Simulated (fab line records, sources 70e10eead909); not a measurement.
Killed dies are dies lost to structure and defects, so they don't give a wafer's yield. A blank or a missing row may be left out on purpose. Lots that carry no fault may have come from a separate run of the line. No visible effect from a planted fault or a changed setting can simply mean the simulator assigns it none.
fab line records | flow nandHarc
record: lots: 12 wafers: 36 lastDay: 33
route steps=1302 shown A_M1@1181 END@1302
lots that met no fault: taken from a fault-free run of the same line
startH: start of the lot's first displayed wafer, in hours after the record's first day | waitH: how many hours have passed since the lot's step before this one | " the same as in the row above | L1.1+2: one row covering several wafers at once | - value missing, or start not given | * or withheld: withheld | < > ~ a bound
route shown NAME@n: names a module that has steps shown in the file, with the first one's number in the route | usual: the fault-free wafers' mean and standard deviation | same: alike in all rows | chamber/n: place in a boat | sites: per-site readings | _std_site: how widely they spread, as a standard deviation | _edge_site: outer sites' mean less inner sites' | radiusMm: for every site, how far away it sits from the centre of the wafer | mask NAME#n: copy n | behind: the most recent tool/chamber to have shaped the wafer | hold: why the lot was held/for how many hours/how that ended | device: the n, p or np transistor that did not switch | end of line: tests of these same wafers at the route's end | a step given without rows: its recipe and nothing more | killed: the dies lost at the first sort to structure and to defects; this is not the yield of the wafer | map: per-die view of a wafer (x killed, . not killed, _ where there is no die)
set.NAME: the setting the step ran with; set.NAME@STEP: the setting that earlier step ran with | model.NAME: the simulator's own value behind a step, which no gauge read
a sample of lots followed through the steps of the route, with each step as a table and each wafer as a row
services: from which hour (startH, from the record's first day; less than 0 if before it) a tool's chamber was out of use, for how many hours, and why
== steps ==
step: NHARC_A_M1_INSPECT_11
usual: rawDefectCount: 88/42
columns lot.wafer tool chamber startH waitH rawDefectCount
L501.1 defectInspect-01 - 542.64 0.0 105
L501.2 " - " " 109
L501.5 " - " " 105
L503.3 defectInspect-02 - 545.16 0.0 61
L503.5 " - " " 73
L503.6 " - " " 62
L504.3 defectInspect-01 - 554.90 0.0 53
L504.4 " - " " 55
L504.5 " - " " 53
L505.2 defectInspect-01 - 589.16 0.0 145
L505.3 " - " " 165
L505.5 " - " " 165
L506.1 defectInspect-02 - 596.74 0.0 28
L506.4 " - " " 33
L506.6 " - " " 27
L507.2 defectInspect-02 - 602.98 0.0 35
L507.4 " - " " 22
L507.6 " - " " 34
L515.2 defectInspect-02 - 678.54 0.0 30
L515.5 " - " " 28
L515.6 " - " " 19
L519.1 defectInspect-01 - 720.15 0.0 100
L519.5 " - " " 118
L519.6 " - " " 106
L518.2 defectInspect-01 - 723.07 0.0 89
L518.4 " - " " 74
L518.5 " - " " 85
L522.1 defectInspect-02 - 732.14 0.0 113
L522.2 " - " " 110
L522.5 " - " " 113
L524.1 defectInspect-01 - 747.28 0.0 57
L524.3 " - " " 61
L524.6 " - " " 66
L523.3 defectInspect-01 - 751.13 0.0 90
L523.5 " - " " 76
L523.6 " - " " 82
step: NHARC_A_M1_PRE_CLEAN_30
recipe: timeS: 30 tempC: 280 gas: H2/He
usual: heaterPowerW: 412/43
columns lot.wafer tool chamber startH waitH heaterPowerW
L501.1 pvdSputter-03 - - - 403
L501.2 " - " " 449
L501.5 " - " " 502
L503.3 pvdSputter-03 - - - 493
L503.6 " - " " 452
L503.5 " - " " 403
L504.3 pvdSputter-01 - - - 417
L504.4 " - " " 374
L504.5 " - " " 406
L505.3 pvdSputter-03 - - - 399
L505.2 " - " " 388
L505.5 " - " " 447
L506.1 pvdSputter-01 - - - 422
L506.4 " - " " 359
L506.6 " - " " 422
L507.2 pvdSputter-03 - - - 492
L507.4 " - " " 405
L507.6 " - " " 506
L515.2 pvdSputter-01 - - - 356
L515.5 " - " " 419
L515.6 " - " " 369
L519.1 pvdSputter-03 - - - 493
L519.5 " - " " 458
L519.6 " - " " 390
L518.4 pvdSputter-02 - - - 444
L518.2 " - " " 352
L518.5 " - " " 413
L522.2 pvdSputter-03 - - - 498
L522.1 " - " " 371
L522.5 " - " " 493
L524.1 pvdSputter-03 - - - 389
L524.3 " - " " 368
L524.6 " - " " 448
L523.3 pvdSputter-03 - - - 446
L523.5 " - " " 372
L523.6 " - " " 447
step: NHARC_A_M1_ECD_22
recipe: targetThkA: 4000 bathTempC: 25 material: Cu
usual: bathTempC: 24.98/0.097
columns lot.wafer tool chamber startH waitH bathTempC
L501.2 ecdCu-02 1 544.08 - 25.05
L501.1 " 0 " " 24.90
L501.5 " 1 " " 24.84
L503.3 ecdCu-01 0 546.70 - 25.26
L503.6 " 0 " " 25.05
L503.5 " 1 " " 24.93
L504.4 ecdCu-02 1 556.46 - 24.92
L504.3 " 0 " " 24.93
L504.5 " 1 " " 24.89
L505.2 ecdCu-01 0 590.60 - 25.12
L505.3 " 1 " " 24.80
L505.5 " 1 " " 24.89
L506.1 ecdCu-01 1 598.22 - 25.01
L506.4 " 1 " " 25.05
L506.6 " 0 " " 25.00
L507.2 ecdCu-01 0 604.48 - 24.91
L507.4 " 0 " " 24.92
L507.6 " 0 " " 24.94
L515.2 ecdCu-02 0 680.06 - 25.10
L515.6 " 1 " " 25.05
L515.5 " 0 " " 24.98
L519.1 ecdCu-01 1 721.60 - 24.92
L519.6 " 1 " " 24.95
L519.5 " 0 " " 25.00
L518.2 ecdCu-02 1 724.56 - 24.91
L518.4 " 1 " " 25.07
L518.5 " 0 " " 24.98
L522.2 ecdCu-01 0 733.58 - 25.00
L522.1 " 1 " " 24.90
L522.5 " 1 " " 24.80
L524.1 ecdCu-01 0 748.72 - 24.93
L524.3 " 1 " " 25.04
L524.6 " 0 " " 24.89
L523.3 ecdCu-01 1 752.67 - 24.93
L523.6 " 1 " " 25.03
L523.5 " 0 " " 25.20
step: NHARC_A_M1_CMP_23
recipe: tOverpolishS: 20 targetThkNm: 154.34
usual: edgeZonePressureFrac: 1.000/0.0053 motorCurrentA: 12.2/1.2 timeToEndpointS: 29.2/2.4
columns lot.wafer tool chamber startH waitH edgeZonePressureFrac motorCurrentA timeToEndpointS
L501.1 cmp-04 2 544.83 - 0.998 14.2 32.1
L501.2 " 3 " " 0.999 12.7 31.0
L501.5 " 2 " " 0.988 13.7 29.6
L503.3 cmp-02 2 547.74 - 1.002 13.0 31.8
L503.5 " 3 " " 1.000 12.3 27.0
L503.6 " 0 " " 1.001 12.8 26.1
L504.4 cmp-02 2 557.16 - 0.999 13.1 32.7
L504.3 " 0 " " 1.005 13.2 24.2
L504.5 " 1 " " 1.007 12.5 26.0
L505.2 cmp-04 1 591.32 - 1.000 12.7 32.0
L505.3 " 3 " " 0.994 12.7 32.0
L505.5 " 2 " " 1.002 14.5 31.1
L506.1 cmp-02 2 598.95 - 0.998 13.0 32.8
L506.4 " 0 " " 0.997 12.5 26.8
L506.6 " 3 " " 0.998 11.5 29.4
L507.2 cmp-03 0 605.21 - 0.998 13.6 12.1
L507.4 " 2 " " 0.998 12.1 11.0
L507.6 " 0 " " 1.001 13.0 15.6
L515.2 cmp-04 0 680.83 - 0.999 10.2 28.8
L515.6 " 1 " " 1.000 12.6 28.6
L515.5 " 2 " " 0.996 14.7 27.9
L519.1 cmp-04 1 722.38 - 1.005 12.2 28.8
L519.5 " 3 " " 1.011 12.2 30.0
L519.6 " 0 " " 1.000 10.0 29.0
L518.2 cmp-03 3 725.23 - 0.998 10.9 31.5
L518.4 " 0 " " 1.002 12.9 27.4
L518.5 " 0 " " 1.002 13.3 27.0
L522.1 cmp-04 2 734.33 - 1.001 14.6 30.2
L522.2 " 3 " " 0.998 11.9 31.3
L522.5 " 1 " " 1.007 12.4 31.3
L524.3 cmp-03 0 749.50 - 1.001 13.4 27.8
L524.1 " 1 " " 0.991 11.9 28.8
L524.6 " 3 " " 0.995 11.0 30.4
L523.3 cmp-03 0 753.31 - 0.997 13.9 27.1
L523.6 " 3 " " 0.998 10.7 28.7
L523.5 " 0 " " 0.990 12.4 26.2
step: NHARC_A_M1_DEP_33
recipe: targetThkA: 300 tempC: 370 targetThkNm: 30 pressureTorr: 3 flowSccm: 200 rfW: 450 material: SiCN
usual: heaterPowerW: 608/74
columns lot.wafer tool chamber startH waitH heaterPowerW
L501.2 pecvd-02 2 545.47 0.1 476
L501.1 " 0 " " 574
L501.5 " 0 " " 578
L503.3 pecvd-02 0 548.36 0.1 471
L503.5 " 1 " " 594
L503.6 " 0 " " 483
L504.3 pecvd-01 1 557.79 0.1 502
L504.5 " 0 " " 595
L504.4 " 2 " " 625
L505.2 pecvd-04 1 591.94 0.1 544
L505.3 " 2 " " 726
L505.5 " 2 " " 714
L506.1 pecvd-01 0 599.69 0.1 604
L506.4 " 1 " " 545
L506.6 " 0 " " 606
L507.2 pecvd-02 0 605.87 0.1 581
L507.4 " 2 " " 608
L507.6 " 0 " " 597
L515.2 pecvd-02 2 681.47 0.1 626
L515.5 " 1 " " 686
L515.6 " 2 " " 589
L519.1 pecvd-01 1 723.03 0.1 531
L519.5 " 0 " " 554
L519.6 " 1 " " 548
L518.2 pecvd-02 1 725.90 0.1 740
L518.4 " 0 " " 585
L518.5 " 2 " " 565
L522.1 pecvd-01 2 735.24 0.1 694
L522.2 " 1 " " 483
L522.5 " 1 " " 487
L524.1 pecvd-04 0 750.14 0.1 643
L524.3 " 1 " " 556
L524.6 " 1 " " 565
L523.3 pecvd-04 1 753.90 0.1 604
L523.6 " 1 " " 591
L523.5 " 0 " " 603
step: NHARC_END_SORT_01
recipe: tempC: 25
usual: defectLimitedYield: 91.6/2.8 killedAtArray: 53/19 killedAtOther: 0.8/1.2 killedAtPeriphery: 3.7/2.3 killedDies: 57/19 killedOpen: 3.2/1.7 killedShort: 2.6/1.8 sort_bin_2_pct: 3.0/1.2 sort_bin_3_pct: 0.7/0.4 sort_bin_4_pct: 4.8/1.5 sortNPass: 620/19 sortRimYieldPct: 90/4.8 sortYieldPct: 91.6/2.8
same: grossDies: 677 sort_bin_5_pct[%]: 0 sort_bin_6_pct[%]: 0 sort_bin_7_pct[%]: 0 sort_bin_8_pct[%]: 0 sortRimNGross: 106.00
columns lot.wafer tool chamber startH waitH defectLimitedYield[%] killedAtArray killedAtOther killedAtPeriphery killedDies killedOpen killedShort sort_bin_2_pct[%] sort_bin_3_pct[%] sort_bin_4_pct[%] sortNPass sortRimYieldPct[%] sortYieldPct[%]
L503.3 prober-01 0 589.01 3.0 92.9 45 0 3 48 2 5 2.2 0.4 4.4 629 88 92.9
L503.5 prober-01 0 590.58 3.6 92.8 47 0 2 49 3 2 2.2 0.4 4.6 628 93 92.8
L503.6 prober-01 0 591.36 3.9 93.5 44 0 0 44 1 1 1.5 0.7 4.3 633 92 93.5
killed by level:class
L503.3 A_SLIT:chamberFilmFlake=12 A_CHANNEL_HOLE_D2:chamberFilmFlake=11 A_CONTACT:chamberFilmFlake=7 A_STAIRCASE:chamberFilmFlake=6 P_CONTACT:chamberFilmFlake=2 A_CHANNEL_FILL_D2:chamberFilmFlake=2 P_M0:geometricParticle:open=1 A_SOURCE_PLATE:geometricParticle:short=1
L503.5 A_SLIT:chamberFilmFlake=23 A_CONTACT:chamberFilmFlake=10 A_CHANNEL_HOLE_D2:chamberFilmFlake=6 A_CHANNEL_HOLE_D1:chamberFilmFlake=2 P_CONTACT:geometricParticle:open=1 A_CHANNEL_HOLE_D1:geometricParticle:short=1 A_CHANNEL_FILL_D2:geometricParticle:short=1 A_CHANNEL_FILL_D2:geometricParticle:open=1
L503.6 A_SLIT:chamberFilmFlake=20 A_STAIRCASE:chamberFilmFlake=8 A_CONTACT:chamberFilmFlake=6 A_CHANNEL_HOLE_D2:chamberFilmFlake=3 A_ZERO_WELL:chamberFilmFlake=2 A_CHANNEL_HOLE_D1:chamberFilmFlake=2 A_CHANNEL_HOLE_D2:geometricParticle:short=1 A_WL_FILL:geometricParticle:open=1
== services ==
columns tool chamber startH hours kind
ecdCu-02 - 522.61 0.4 repair
ecdCu-01 - 523.67 3.9 repair
pvdSputter-03 - 526.18 10.0 pm
ecdCu-02 - 541.73 0.8 repair
pecvd-01 - 553.19 1.6 repair
cmp-03 - 557.57 4.0 pm
cmp-03 - 567.55 0.5 repair
pecvd-01 2 570.42 13.7 repair
pecvd-01 - 574.51 2.9 repair
pecvd-02 - 589.18 13.0 pm
cmp-04 - 601.04 4.0 pm
cmp-04 - 608.76 1.6 repair
pvdSputter-03 - 622.75 2.2 repair
ecdCu-01 - 623.83 4.8 repair
ecdCu-01 - 631.53 1.6 repair
ecdCu-01 - 659.16 1.3 repair
pvdSputter-03 - 670.08 3.7 repair
ecdCu-01 - 688.00 8.0 pm
cmp-04 - 699.04 4.0 pm
pvdSputter-03 - 704.18 10.0 pm
cmp-04 - 720.21 1.2 repair
pecvd-02 - 732.99 0.5 repair
cmp-04 - 739.36 5.9 repair
ecdCu-01 - 750.87 1.1 repair
== key ==
firstSign: step: NHARC_A_M1_CMP_23 reading: timeToEndpointS direction: down sigmas: 6.9 usual: * struck: *
effect none on later readings
metAt NHARC_A_M1_ECD_22
struckLots L507
struckWafers L507.2,L507.4,L507.6
notActingAt NHARC_A_M1_INSPECT_11,NHARC_A_M1_PRE_CLEAN_30,NHARC_A_M1_DEP_33
onsetBetween 598.22 604.48
fault: kind: processParameterDrift tool: ecdCu-01 chamber: 0 onsetH: 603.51 steps: NHARC_A_M1_ECD_22 channel: targetThkA offset: * shape: step endH: 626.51 actsIn: * stated: *
